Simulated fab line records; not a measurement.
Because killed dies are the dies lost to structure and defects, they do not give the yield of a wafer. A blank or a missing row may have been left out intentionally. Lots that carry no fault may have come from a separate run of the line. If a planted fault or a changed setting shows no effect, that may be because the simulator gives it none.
fab line records	flow nand-harc
[record] lots = 24	wafers = 72	last-day = 25
route steps=1159 shown A_STAIRCASE@597
lots with no fault: from the same line, run without faults
start-h: hours from the record's first day to the start of the lot's first wafer shown	wait-h: hours elapsed since this lot's preceding step	" the same as in the row above	L1.1+2: a row that stands for several wafers	- no value, or no start given	* or withheld: withheld	< > ~ a bound
route shown NAME@n: names a module that has steps shown in the file, with the first one's number in the route	usual: mean/standard deviation of fault-free wafers	same: alike in all rows	chamber/n: place in a boat	sites: each site's reading	_std_site: their standard deviation	_edge_site: inner sites' mean taken away from outer sites' mean	radius-mm: how far each site lies from the wafer's centre	mask NAME#n: copy n	behind: the last tool/chamber to shape the wafer	hold: why the lot was held/for how many hours/how that ended	device: the n, p or np transistor that did not switch	end of line: the route-end tests of the same wafers	a step without rows: its recipe alone	killed: at the first sort, the dies lost to defects and structure; wafer yield is something else	map: a wafer's dies, marking killed ones x, the rest . and places with no die _
set.NAME: the setting that was run; set.NAME@STEP: the one run at that earlier step	model.NAME: the simulator's own value behind a step, which no gauge read
steps of the route over a sample of lots; a table a step, a row a wafer
services: the hour from which a tool's chamber was out of use, counted from the record's first day as start-h (under 0 if before that day), plus the number of hours and why
[[steps]]
[step NHARC_A_STAIRCASE_ETCH_203]
[recipe] target-depth-a = 1000	time-s = 40.5	ion-energy-ev = 400	c4f8-flow-sccm = 20	o2-flow-sccm = 10	ar-flow-sccm = withheld	rf-w = 600	bias-w = 1000	chemistry = C4F8/O2
[usual] oes-product-au = 0.941/0.011	rf-vpp-V = 895/6.3
lot.wafer	tool	chamber	start-h	wait-h	oes-product-au	rf-hours-counter-h	rf-vpp-V
L074.4	rie-diel-05	2	-	-	0.937	26	896
L074.3	"	3	"	"	0.954	29	905
L074.5	"	0	"	"	0.953	-	889
L076.2	rie-diel-04	3	-	-	0.929	49	901
L076.3	"	1	"	"	0.932	48	895
L076.6	"	3	"	"	0.917	-	899
L075.2	rie-diel-04	3	-	-	0.955	49	900
L075.4	"	0	"	"	0.959	48	900
L075.5	"	1	"	"	0.936	-	893
L079.4	rie-diel-05	0	-	-	0.945	36	890
L079.1	"	2	"	"	0.950	32	895
L079.5	"	0	"	"	0.951	-	886
L077.1	rie-diel-06	2	-	-	0.939	3	889
L077.4	"	3	"	"	0.958	3	898
L077.5	"	3	"	"	0.951	-	901
L078.1	rie-diel-06	3	-	-	0.957	7	899
L078.3	"	0	"	"	0.934	8	888
L078.4	"	1	"	"	0.944	9	891
L080.2	rie-diel-06	3	-	-	0.947	9	901
L080.6	"	1	"	"	0.946	-	890
L080.5	"	2	"	"	0.939	-	890
L081.4	rie-diel-05	3	-	-	0.944	46	905
L081.2	"	0	"	"	0.932	46	889
L081.6	"	3	"	"	0.953	-	905
L084.3	rie-diel-06	2	-	-	0.942	15	889
L084.4	"	3	"	"	0.959	15	901
L084.1	"	0	"	"	0.942	16	888
L082.2	rie-diel-05	2	-	-	0.915	46	893
L082.1	"	3	"	"	0.924	50	905
L082.6	"	1	"	"	0.911	-	889
L083.4	rie-diel-05	0	-	-	0.954	52	889
L083.3	"	1	"	"	0.954	54	888
L083.5	"	1	"	"	0.949	-	890
L086.2	rie-diel-04	3	-	-	0.921	7	901
L086.3	"	1	"	"	0.931	6	895
L086.5	"	1	"	"	0.929	-	894
L088.3	rie-diel-05	3	-	-	0.945	57	904
L088.1	"	1	"	"	0.930	61	887
L088.6	"	2	"	"	0.953	-	894
L087.4	rie-diel-06	1	-	-	0.964	26	890
L087.2	"	2	"	"	0.937	26	890
L087.5	"	1	"	"	0.967	-	889
L085.2	rie-diel-04	1	-	-	0.926	12	893
L085.1	"	2	"	"	0.954	3	904
L085.3	"	0	"	"	0.932	13	898
L089.3	rie-diel-04	1	-	-	0.924	14	895
L089.6	"	2	"	"	0.958	-	904
L089.5	"	3	"	"	0.924	-	900
L091.4	rie-diel-05	2	-	-	0.936	63	894
L091.3	"	3	"	"	0.945	65	904
L091.5	"	2	"	"	0.936	-	895
L090.4	rie-diel-04	2	-	-	0.957	8	904
L090.1	"	0	"	"	0.949	17	899
L090.5	"	3	"	"	0.932	-	900
L093.3	rie-diel-05	3	-	-	0.947	2	903
L093.1	"	1	"	"	0.932	1	888
L093.5	"	2	"	"	0.929	-	895
L092.3	rie-diel-06	3	-	-	0.946	38	899
L092.6	"	3	"	"	0.953	-	899
L092.5	"	0	"	"	0.943	-	887
L094.3	rie-diel-05	3	-	-	0.954	5	904
L094.1	"	0	"	"	0.952	5	888
L094.6	"	2	"	"	0.935	-	895
L097.2	rie-diel-04	1	-	-	0.937	26	894
L097.1	"	3	"	"	0.926	29	899
L097.6	"	2	"	"	0.942	-	905
L095.3	rie-diel-04	1	-	-	0.945	29	894
L095.1	"	0	"	"	0.951	31	899
L095.5	"	2	"	"	0.938	-	905
L096.2	rie-diel-06	2	-	-	0.931	52	889
L096.4	"	3	"	"	0.932	50	900
L096.5	"	2	"	"	0.928	-	888
[step NHARC_A_STAIRCASE_ETCH_223]
[recipe] target-depth-a = 1000	time-s = 40.5	ion-energy-ev = 400	c4f8-flow-sccm = 20	o2-flow-sccm = 10	ar-flow-sccm = withheld	rf-w = 600	bias-w = 1000	chemistry = C4F8/O2
[usual] oes-product-au = 0.941/0.012	rf-vpp-V = 895/6.5
lot.wafer	tool	chamber	start-h	wait-h	oes-product-au	rf-hours-counter-h	rf-vpp-V
L074.4	rie-diel-04	0	-	-	0.953	46	898
L074.3	"	2	"	"	0.941	49	905
L074.5	"	1	"	"	0.921	-	895
L076.3	rie-diel-06	1	-	-	0.943	1	889
L076.2	"	3	"	"	0.957	1	901
L076.6	"	2	"	"	0.948	-	888
L075.4	rie-diel-06	2	-	-	0.943	1	889
L075.2	"	3	"	"	0.978	1	900
L075.5	"	3	"	"	0.975	-	900
L079.1	rie-diel-05	2	-	-	0.938	33	895
L079.4	"	1	"	"	0.920	40	891
L079.5	"	3	"	"	0.947	-	905
L077.4	rie-diel-04	1	-	-	0.919	54	894
L077.1	"	3	"	"	0.945	53	900
L077.5	"	1	"	"	0.921	-	894
L078.4	rie-diel-06	3	-	-	0.943	8	900
L078.1	"	0	"	"	0.955	9	886
L078.3	"	1	"	"	0.942	9	891
L080.2	rie-diel-05	1	-	-	0.921	44	889
L080.5	"	0	"	"	0.936	-	889
L080.6	"	1	"	"	0.935	-	890
L081.2	rie-diel-05	1	-	-	0.935	48	890
L081.4	"	2	"	"	0.944	43	895
L081.6	"	0	"	"	0.944	-	888
L084.4	rie-diel-06	1	-	-	0.944	18	890
L084.3	"	2	"	"	0.923	16	889
L084.1	"	3	"	"	0.936	16	901
L082.1	rie-diel-05	3	-	-	0.935	51	904
L082.2	"	0	"	"	0.940	51	887
L082.6	"	0	"	"	0.932	-	888
L083.3	rie-diel-06	3	-	-	0.947	18	901
L083.4	"	0	"	"	0.939	19	886
L083.5	"	1	"	"	0.931	-	891
L086.2	rie-diel-05	3	-	-	0.944	57	905
L086.3	"	1	"	"	0.931	61	889
L086.5	"	2	"	"	0.938	-	894
L088.1	rie-diel-06	0	-	-	0.929	24	886
L088.3	"	1	"	"	0.961	25	889
L088.6	"	0	"	"	0.949	-	888
L087.4	rie-diel-06	1	-	-	0.934	28	889
L087.2	"	2	"	"	0.929	28	888
L087.5	"	0	"	"	0.938	-	888
L085.3	rie-diel-04	1	-	-	0.932	12	893
L085.2	"	3	"	"	0.923	13	900
L085.1	"	0	"	"	0.923	14	899
L089.3	rie-diel-04	3	-	-	0.938	16	900
L089.5	"	3	"	"	0.941	-	900
L089.6	"	0	"	"	0.931	-	900
L091.3	rie-diel-05	1	-	-	0.925	69	890
L091.4	"	2	"	"	0.942	64	894
L091.5	"	0	"	"	0.938	-	888
L090.4	rie-diel-04	3	-	-	0.933	18	899
L090.1	"	0	"	"	0.948	17	899
L090.5	"	3	"	"	0.940	-	902
L092.3	rie-diel-06	3	-	-	0.949	40	900
L092.6	"	1	"	"	0.938	-	887
L092.5	"	2	"	"	0.943	-	888
L093.3	rie-diel-04	0	-	-	0.936	25	901
L093.1	"	2	"	"	0.964	15	904
L093.5	"	0	"	"	0.932	-	898
L094.3	rie-diel-05	2	-	-	0.934	4	894
L094.1	"	1	"	"	0.948	5	889
L094.6	"	3	"	"	0.950	-	904
L097.1	rie-diel-05	2	-	-	0.917	7	894
L097.2	"	3	"	"	0.956	8	905
L097.6	"	3	"	"	0.954	-	904
L095.3	rie-diel-05	2	-	-	0.938	10	895
L095.1	"	3	"	"	0.966	10	905
L095.5	"	1	"	"	0.955	-	889
L096.2	rie-diel-04	2	-	-	0.934	25	904
L096.4	"	1	"	"	0.927	32	893
L096.5	"	2	"	"	0.930	-	903
[step NHARC_A_STAIRCASE_TRIM_233]
[recipe] time-s = 211.2	o2-flow-sccm = 500	ar-flow-sccm = 0	bias-w = 0	chemistry = O2
[usual] drypump-motor-current-A = 5.70/0.2	oes-product-au = 0.998/0.0095	rf-vpp-V = 57.9/0.94	showerhead-plenum-p-Torr = 3.53/0.17	throttle-valve-pct = 17.037/0.0099
lot.wafer	tool	chamber	start-h	wait-h	drypump-motor-current-A	oes-product-au	rf-hours-counter-h	rf-vpp-V	showerhead-plenum-p-Torr	throttle-valve-pct
L074.3	rie-diel-04	3	-	-	5.97	0.996	48	58.8	3.65	17.043
L074.4	"	2	"	"	5.62	1.002	49	58.6	3.78	17.044
L074.5	"	3	"	"	5.98	0.990	-	58.2	3.65	17.034
L076.2	rie-diel-05	3	-	-	5.80	1.014	33	59.7	3.79	17.036
L076.3	"	2	"	"	5.34	0.999	30	56.2	3.51	17.033
L076.6	"	3	"	"	5.83	1.007	-	58.6	3.79	17.047
L075.4	rie-diel-05	0	-	-	5.73	1.008	35	57.8	3.33	17.023
L075.2	"	1	"	"	5.76	0.987	37	57.7	3.37	17.019
L075.5	"	3	"	"	5.77	1.010	-	59.5	3.79	17.037
L077.4	rie-diel-04	3	-	-	5.98	0.993	53	56.5	3.64	17.022
L077.1	"	2	"	"	5.66	0.998	56	58.9	3.78	17.025
L077.5	"	3	"	"	5.96	1.002	-	58.2	3.65	17.039
L079.4	rie-diel-06	2	-	-	5.72	1.010	7	57.6	3.34	17.027
L079.1	"	1	"	"	6.21	1.014	7	55.9	3.34	17.041
L079.5	"	2	"	"	5.73	1.003	-	56.4	3.34	17.028
L078.1	rie-diel-05	3	-	-	5.81	1.002	41	59.1	3.78	17.038
L078.3	"	0	"	"	5.75	1.005	42	57.4	3.33	17.029
L078.4	"	2	"	"	5.36	1.001	37	58.2	3.50	17.025
L080.2	rie-diel-05	0	-	-	5.72	1.007	43	56.6	3.33	17.042
L080.6	"	0	"	"	5.72	0.996	-	57.3	3.33	17.050
L080.5	"	1	"	"	5.74	0.994	-	58.4	3.36	17.054
L081.2	rie-diel-06	0	289.22	-	5.58	0.996	15	56.5	3.30	17.029
L081.4	"	1	"	"	6.21	1.010	16	56.8	3.34	17.034
L081.6	"	1	"	"	6.19	1.009	-	56.5	3.34	17.034
L084.3	rie-diel-05	3	-	-	5.81	1.008	50	59.0	3.78	17.037
L084.4	"	0	"	"	5.72	1.004	51	57.1	3.32	17.034
L084.1	"	1	"	"	5.74	0.997	53	57.3	3.36	17.042
L082.1	rie-diel-05	1	-	-	5.73	0.991	53	57.9	3.36	17.042
L082.2	"	3	"	"	5.78	0.999	51	57.5	3.78	17.029
L082.6	"	2	"	"	5.36	0.993	-	58.6	3.50	17.052
L083.3	rie-diel-05	2	-	-	5.32	1.000	49	57.1	3.49	17.037
L083.4	"	1	"	"	5.75	0.991	54	57.7	3.36	17.038
L083.5	"	3	"	"	5.82	1.005	-	58.0	3.78	17.025
L086.2	rie-diel-05	0	-	-	5.73	0.993	58	58.1	3.32	17.052
L086.3	"	1	"	"	5.72	0.989	61	58.7	3.35	17.031
L086.5	"	2	"	"	5.36	1.001	-	58.2	3.49	17.039
L088.3	rie-diel-04	0	-	-	5.72	0.987	8	56.9	3.62	17.049
L088.1	"	1	"	"	5.48	0.987	7	55.5	3.48	17.041
L088.6	"	3	"	"	5.96	0.979	-	56.8	3.64	17.021
L087.2	rie-diel-05	1	-	-	5.73	0.983	63	58.6	3.35	17.043
L087.4	"	0	"	"	5.73	0.994	61	58.3	3.32	17.032
L087.5	"	1	"	"	5.76	0.986	-	55.9	3.35	17.031
L085.3	rie-diel-04	1	-	-	5.48	0.993	13	57.1	3.48	17.035
L085.1	"	2	"	"	5.64	1.010	4	59.6	3.77	17.041
L085.2	"	0	"	"	5.70	0.991	14	58.0	3.61	17.040
L089.3	rie-diel-06	3	-	-	5.74	1.005	33	57.7	3.63	17.039
L089.6	"	3	"	"	5.75	1.003	-	58.0	3.63	17.041
L089.5	"	0	"	"	5.59	1.004	-	58.4	3.29	17.025
L091.3	rie-diel-04	1	-	-	5.49	1.001	17	58.0	3.47	17.024
L091.4	"	2	"	"	5.62	1.009	8	57.8	3.77	17.034
L091.5	"	2	"	"	5.65	1.020	-	57.2	3.77	17.047
L090.1	rie-diel-04	3	-	-	5.95	0.977	19	58.6	3.63	17.037
L090.4	"	0	"	"	5.75	0.989	18	58.3	3.61	17.027
L090.5	"	2	"	"	5.65	1.010	-	58.2	3.77	17.050
L093.1	rie-diel-04	1	-	-	5.44	0.991	23	57.1	3.47	17.032
L093.3	"	2	"	"	5.63	1.003	16	58.5	3.76	17.036
L093.5	"	2	"	"	5.62	1.017	-	59.1	3.76	17.050
L092.3	rie-diel-06	0	-	-	5.58	0.994	40	57.7	3.29	17.031
L092.6	"	1	"	"	6.21	0.990	-	58.7	3.32	17.028
L092.5	"	2	"	"	5.73	0.983	-	57.7	3.32	17.036
L094.1	rie-diel-05	3	-	-	5.81	1.024	5	58.4	3.77	17.046
L094.3	"	0	"	"	5.72	1.017	6	56.6	3.31	17.025
L094.6	"	1	"	"	5.75	1.004	-	57.8	3.35	17.042
L097.2	rie-diel-04	3	-	-	5.99	0.991	32	58.7	3.62	17.040
L097.1	"	1	"	"	5.49	0.997	28	59.1	3.47	17.036
L097.6	"	3	"	"	6.00	0.987	-	57.8	3.62	17.033
L095.3	rie-diel-04	0	-	-	5.72	0.993	32	56.9	3.60	17.052
L095.1	"	2	"	"	5.62	1.009	23	57.4	3.76	17.040
L095.5	"	0	"	"	5.70	0.985	-	56.5	3.60	17.038
L096.2	rie-diel-04	0	-	-	5.69	0.992	35	58.8	3.60	17.036
L096.4	"	1	"	"	5.51	0.986	33	57.3	3.46	17.027
L096.5	"	2	"	"	5.63	0.997	-	59.9	3.76	17.060
[step NHARC_A_STAIRCASE_DEP_259]
[recipe] target-thk-a = 300	target-thk-nm = 30	temp-c = 400	pressure-torr = 3.5	flow-sccm = 200	rf-w = 350	material = SiON
[usual] heater-power-w = 756/93
lot.wafer	tool	chamber	start-h	wait-h	heater-power-w
L074.3	pecvd-03	0	256.02	1.0	626
L074.4	"	2	"	"	808
L074.5	"	0	"	"	628
L076.3	pecvd-03	2	259.77	1.0	793
L076.2	"	0	"	"	718
L076.6	"	2	"	"	778
L075.2	pecvd-03	1	261.64	1.3	816
L075.5	"	1	"	"	830
L075.4	"	2	"	"	738
L077.1	pecvd-03	1	267.14	1.6	813
L077.5	"	0	"	"	728
L077.4	"	1	"	"	840
L079.1	pecvd-04	2	268.97	1.6	649
L079.4	"	1	"	"	704
L079.5	"	0	"	"	792
L078.3	pecvd-03	0	277.99	0.9	675
L078.1	"	2	"	"	790
L078.4	"	1	"	"	794
L080.2	pecvd-04	2	280.97	1.3	676
L080.6	"	1	"	"	653
L080.5	"	0	"	"	750
L081.2	pecvd-04	2	294.11	1.3	692
L081.4	"	1	"	"	676
L081.6	"	2	"	"	691
L084.1	pecvd-02	0	302.40	1.8	894
L084.3	"	2	"	"	881
L084.4	"	0	"	"	897
L082.1	pecvd-04	0	304.16	1.6	794
L082.2	"	1	"	"	699
L082.6	"	0	"	"	765
L083.3	pecvd-02	1	310.87	0.9	723
L083.4	"	2	"	"	786
L083.5	"	0	"	"	965
L086.3	pecvd-04	1	322.46	1.0	610
L086.2	"	2	"	"	711
L086.5	"	1	"	"	600
L088.1	pecvd-04	1	323.68	1.6	644
L088.3	"	2	"	"	707
L088.6	"	0	"	"	823
L087.2	pecvd-02	2	327.87	1.3	852
L087.5	"	1	"	"	670
L087.4	"	2	"	"	870
L085.3	pecvd-03	2	337.18	1.1	788
L085.1	"	0	"	"	662
L085.2	"	1	"	"	768
L089.3	pecvd-03	2	341.78	1.0	765
L089.6	"	1	"	"	848
L089.5	"	2	"	"	764
L091.3	pecvd-03	1	346.43	1.0	809
L091.5	"	0	"	"	672
L091.4	"	1	"	"	816
L090.1	pecvd-03	0	348.83	1.6	670
L090.5	"	1	"	"	755
L090.4	"	0	"	"	689
L093.3	pecvd-04	0	362.73	1.0	840
L093.1	"	1	"	"	700
L093.5	"	0	"	"	860
L092.3	pecvd-04	1	363.84	1.0	656
L092.6	"	1	"	"	652
L092.5	"	2	"	"	648
L094.1	pecvd-03	1	368.44	2.1	823
L094.3	"	2	"	"	804
L094.6	"	1	"	"	835
L097.2	pecvd-02	0	383.82	1.2	917
L097.1	"	2	"	"	898
L097.6	"	2	"	"	936
L095.1	pecvd-02	0	389.97	1.6	991
L095.3	"	2	"	"	885
L095.5	"	2	"	"	877
L096.2	pecvd-04	2	396.21	1.4	650
L096.5	"	1	"	"	668
L096.4	"	2	"	"	671
[step NHARC_A_STAIRCASE_ETCH_294]
[recipe] target-depth-a = 49920	time-s = 1212.4	ion-energy-ev = 800	c4f8-flow-sccm = 80	o2-flow-sccm = 60	ar-flow-sccm = withheld	rf-w = 600	bias-w = 3000	chemistry = C4F8/O2/Ar
[usual] oes-product-au = 0.933/0.011	rf-vpp-V = 1823/13
lot.wafer	tool	chamber	start-h	wait-h	oes-product-au	rf-hours-counter-h	rf-vpp-V
L074.3	rie-diel-04	1	-	-	0.945	51	1824
L074.4	"	2	"	"	0.953	53	1844
L074.5	"	3	"	"	0.941	-	1836
L076.2	rie-diel-05	2	-	-	0.918	34	1824
L076.3	"	3	"	"	0.945	38	1846
L076.6	"	1	"	"	0.924	-	1813
L075.2	rie-diel-05	3	-	-	0.949	39	1845
L075.4	"	2	"	"	0.939	35	1823
L075.5	"	0	"	"	0.935	-	1812
L077.4	rie-diel-04	1	-	-	0.917	56	1822
L077.1	"	0	"	"	0.925	55	1833
L077.5	"	1	"	"	0.929	-	1823
L079.1	rie-diel-05	3	-	-	0.930	41	1846
L079.4	"	0	"	"	0.909	42	1810
L079.5	"	1	"	"	0.911	-	1814
L078.1	rie-diel-06	0	-	-	0.940	12	1809
L078.3	"	2	"	"	0.920	12	1813
L078.4	"	3	"	"	0.936	10	1835
L080.2	rie-diel-06	2	-	-	0.922	12	1814
L080.6	"	3	"	"	0.945	-	1835
L080.5	"	0	"	"	0.926	-	1808
L081.4	rie-diel-06	3	-	-	0.932	16	1836
L081.2	"	0	"	"	0.930	18	1810
L081.6	"	3	"	"	0.931	-	1835
L084.1	rie-diel-06	2	-	-	0.920	19	1813
L084.3	"	3	"	"	0.931	18	1836
L084.4	"	1	"	"	0.941	21	1813
L082.2	rie-diel-05	1	-	-	0.921	57	1814
L082.1	"	2	"	"	0.921	51	1824
L082.6	"	0	"	"	0.929	-	1812
L083.3	rie-diel-05	2	-	-	0.937	54	1824
L083.4	"	3	"	"	0.948	56	1844
L083.5	"	2	"	"	0.930	-	1825
L086.3	rie-diel-05	2	-	-	0.933	58	1824
L086.2	"	0	"	"	0.933	61	1811
L086.5	"	2	"	"	0.927	-	1825
L088.1	rie-diel-04	0	-	-	0.915	12	1833
L088.3	"	1	"	"	0.919	11	1823
L088.6	"	0	"	"	0.926	-	1832
L087.2	rie-diel-06	0	-	-	0.923	30	1809
L087.4	"	1	"	"	0.933	32	1812
L087.5	"	3	"	"	0.938	-	1833
L085.2	rie-diel-06	1	-	-	0.940	35	1812
L085.3	"	2	"	"	0.924	35	1813
L085.1	"	3	"	"	0.936	34	1834
L089.3	rie-diel-04	0	-	-	0.928	19	1833
L089.5	"	0	"	"	0.938	-	1834
L089.6	"	1	"	"	0.958	-	1822
L091.4	rie-diel-04	0	-	-	0.936	21	1834
L091.3	"	1	"	"	0.931	20	1822
L091.5	"	2	"	"	0.943	-	1842
L090.4	rie-diel-05	3	-	-	0.944	0	1845
L090.1	"	0	"	"	0.941	0	1810
L090.5	"	0	"	"	0.940	-	1809
L093.3	rie-diel-05	1	-	-	0.959	6	1813
L093.1	"	2	"	"	0.932	5	1823
L093.5	"	1	"	"	0.953	-	1813
L092.3	rie-diel-06	3	-	-	0.954	43	1834
L092.6	"	0	"	"	0.939	-	1808
L092.5	"	1	"	"	0.952	-	1812
L094.1	rie-diel-06	2	-	-	0.931	46	1812
L094.3	"	1	"	"	0.931	46	1811
L094.6	"	3	"	"	0.935	-	1833
L097.2	rie-diel-05	2	-	-	0.925	11	1825
L097.1	"	3	"	"	0.938	11	1843
L097.6	"	1	"	"	0.938	-	1813
L095.3	rie-diel-06	0	-	-	0.932	52	1808
L095.1	"	1	"	"	0.931	54	1811
L095.5	"	1	"	"	0.934	-	1810
L096.2	rie-diel-06	1	-	-	0.934	56	1811
L096.4	"	2	"	"	0.919	58	1812
L096.5	"	0	"	"	0.929	-	1806
[step NHARC_A_STAIRCASE_ETCH_453]
[recipe] target-depth-a = 300	overetch-a = 30	time-s = 16.5	ion-energy-ev = 100	cf4-flow-sccm = 80	o2-flow-sccm = 20	ar-flow-sccm = 0	rf-w = 300	bias-w = 100	chemistry = CF4/O2
[usual] drypump-motor-current-A = 5.70/0.22	oes-product-au = 0.997/0.0097	rf-vpp-V = 197.4/1.6	showerhead-plenum-p-Torr = 1.31/0.066	throttle-valve-pct = 13.397/0.0089
lot.wafer	tool	chamber	start-h	wait-h	drypump-motor-current-A	oes-product-au	rf-hours-counter-h	rf-vpp-V	showerhead-plenum-p-Torr	throttle-valve-pct
L074.4	rie-diel-06	2	-	-	5.69	1.002	7	197.0	1.26	13.388
L074.3	"	3	"	"	5.75	1.009	6	200.0	1.38	13.405
L074.5	"	1	"	"	6.17	1.006	-	196.5	1.26	13.406
L076.2	rie-diel-06	0	-	-	5.58	1.001	8	196.9	1.25	13.395
L076.3	"	1	"	"	6.22	0.999	9	196.5	1.26	13.405
L076.6	"	0	"	"	5.60	0.998	-	195.2	1.25	13.409
L075.2	rie-diel-06	0	-	-	5.55	1.010	9	194.4	1.25	13.393
L075.4	"	2	"	"	5.71	0.999	8	197.9	1.26	13.388
L075.5	"	0	"	"	5.57	1.006	-	197.3	1.25	13.401
L077.4	rie-diel-06	0	-	-	5.58	1.007	11	195.3	1.25	13.401
L077.1	"	3	"	"	5.76	1.006	9	199.1	1.38	13.403
L077.5	"	1	"	"	6.23	0.997	-	197.0	1.26	13.415
L079.4	rie-diel-05	2	-	-	5.35	0.997	39	196.1	1.32	13.399
L079.1	"	0	"	"	5.73	1.000	43	196.9	1.25	13.407
L079.5	"	2	"	"	5.35	0.983	-	197.0	1.32	13.390
L078.3	rie-diel-06	1	-	-	6.18	1.008	15	196.2	1.26	13.391
L078.4	"	2	"	"	5.71	0.999	13	195.7	1.26	13.399
L078.1	"	0	"	"	5.54	1.011	13	196.0	1.25	13.383
L080.2	rie-diel-05	1	-	-	5.71	0.985	48	196.2	1.27	13.398
L080.5	"	1	"	"	5.74	0.996	-	196.2	1.27	13.387
L080.6	"	2	"	"	5.34	0.997	-	197.5	1.32	13.411
L081.4	rie-diel-05	0	-	-	5.70	0.992	52	196.1	1.25	13.397
L081.2	"	1	"	"	5.72	0.982	54	197.2	1.27	13.402
L081.6	"	0	"	"	5.71	0.996	-	195.7	1.25	13.414
L084.1	rie-diel-05	0	-	-	5.71	1.008	56	195.9	1.25	13.389
L084.3	"	1	"	"	5.74	0.984	59	194.9	1.27	13.392
L084.4	"	2	"	"	5.34	0.993	53	196.5	1.32	13.392
L082.1	rie-diel-06	2	-	-	5.72	0.992	24	196.8	1.26	13.398
L082.2	"	0	"	"	5.60	0.992	23	196.8	1.24	13.398
L082.6	"	2	"	"	5.70	0.991	-	195.4	1.26	13.386
L083.4	rie-diel-05	2	-	-	5.34	0.998	56	198.9	1.32	13.403
L083.3	"	3	"	"	5.79	1.002	58	198.7	1.43	13.395
L083.5	"	1	"	"	5.72	0.985	-	196.2	1.27	13.389
L086.2	rie-diel-05	0	-	-	5.71	0.999	62	196.9	1.25	13.397
L086.3	"	1	"	"	5.73	0.981	65	196.6	1.27	13.402
L086.5	"	2	"	"	5.34	0.992	-	196.9	1.32	13.400
L088.3	rie-diel-05	1	-	-	5.75	0.988	65	195.6	1.26	13.386
L088.1	"	2	"	"	5.33	0.992	60	196.9	1.32	13.395
L088.6	"	1	"	"	5.74	0.985	-	197.4	1.26	13.396
L087.2	rie-diel-05	2	-	-	5.33	0.988	63	196.5	1.32	13.382
L087.4	"	0	"	"	5.73	1.005	64	197.1	1.25	13.399
L087.5	"	3	"	"	5.79	1.003	-	201.1	1.43	13.399
L085.2	rie-diel-06	2	-	-	5.68	0.978	36	194.3	1.26	13.410
L085.1	"	0	"	"	5.57	0.993	35	194.4	1.24	13.386
L085.3	"	1	"	"	6.20	1.007	36	196.5	1.26	13.377
L089.3	rie-diel-04	0	-	-	5.68	1.005	21	198.7	1.37	13.407
L089.5	"	1	"	"	5.48	0.994	-	195.8	1.31	13.397
L089.6	"	2	"	"	5.65	1.018	-	198.6	1.43	13.390
L091.4	rie-diel-05	0	-	-	5.71	1.000	2	195.5	1.25	13.412
L091.3	"	2	"	"	5.34	0.985	1	198.0	1.32	13.415
L091.5	"	0	"	"	5.72	1.007	-	195.8	1.25	13.393
L090.4	rie-diel-05	2	-	-	5.34	0.984	3	197.4	1.32	13.409
L090.1	"	0	"	"	5.69	1.004	4	197.1	1.25	13.378
L090.5	"	1	"	"	5.73	1.002	-	197.5	1.26	13.397
L093.3	rie-diel-04	3	-	-	5.96	0.993	28	198.4	1.37	13.406
L093.1	"	0	"	"	5.73	0.995	27	197.2	1.37	13.388
L093.5	"	2	"	"	5.62	1.004	-	200.4	1.43	13.393
L092.3	rie-diel-05	2	-	-	5.32	0.988	6	198.9	1.32	13.397
L092.5	"	0	"	"	5.69	1.005	-	197.4	1.25	13.397
L092.6	"	1	"	"	5.73	1.004	-	196.1	1.26	13.403
L094.3	rie-diel-04	3	-	-	5.97	0.984	29	198.3	1.37	13.394
L094.1	"	0	"	"	5.71	0.997	28	197.7	1.37	13.386
L094.6	"	3	"	"	5.99	0.991	-	198.7	1.37	13.398
L097.2	rie-diel-05	1	-	-	5.73	0.987	16	198.4	1.26	13.395
L097.1	"	2	"	"	5.32	0.967	14	197.9	1.32	13.388
L097.6	"	1	"	"	5.74	0.997	-	196.2	1.26	13.379
L095.1	rie-diel-05	1	-	-	5.71	0.998	17	197.2	1.26	13.402
L095.3	"	3	"	"	5.78	1.016	16	199.5	1.43	13.418
L095.5	"	1	"	"	5.71	0.991	-	195.3	1.26	13.397
L096.2	rie-diel-04	3	-	-	5.95	0.990	42	199.3	1.37	13.409
L096.4	"	0	"	"	5.69	0.995	41	197.6	1.36	13.398
L096.5	"	3	"	"	5.94	0.991	-	200.2	1.37	13.390
[[services]]
tool	chamber	start-h	hours	kind
rie-diel-05	0	221.78	-	clean
rie-diel-05	1	221.78	-	clean
rie-diel-05	2	221.78	-	clean
rie-diel-05	3	221.78	-	clean
pecvd-03	0	226.21	5.2	repair
rie-diel-06	-	242.80	9.0	pm
rie-diel-05	0	246.36	-	clean
rie-diel-05	1	246.36	-	clean
rie-diel-05	2	246.36	-	clean
rie-diel-05	3	246.36	-	clean
pecvd-04	-	269.95	1.4	repair
rie-diel-05	0	270.88	-	clean
rie-diel-05	1	270.88	-	clean
rie-diel-05	2	270.88	-	clean
rie-diel-05	3	270.88	-	clean
rie-diel-04	-	275.37	1.1	repair
rie-diel-04	-	289.03	9.0	pm
pecvd-03	-	292.31	13.0	pm
rie-diel-05	0	295.50	-	clean
rie-diel-06	0	298.58	3.3	repair
rie-diel-04	2	307.44	18.4	repair
pecvd-02	-	334.00	13.0	pm
rie-diel-05	-	340.60	9.0	pm
pecvd-04	-	376.32	13.0	pm
[[key]]
fault none
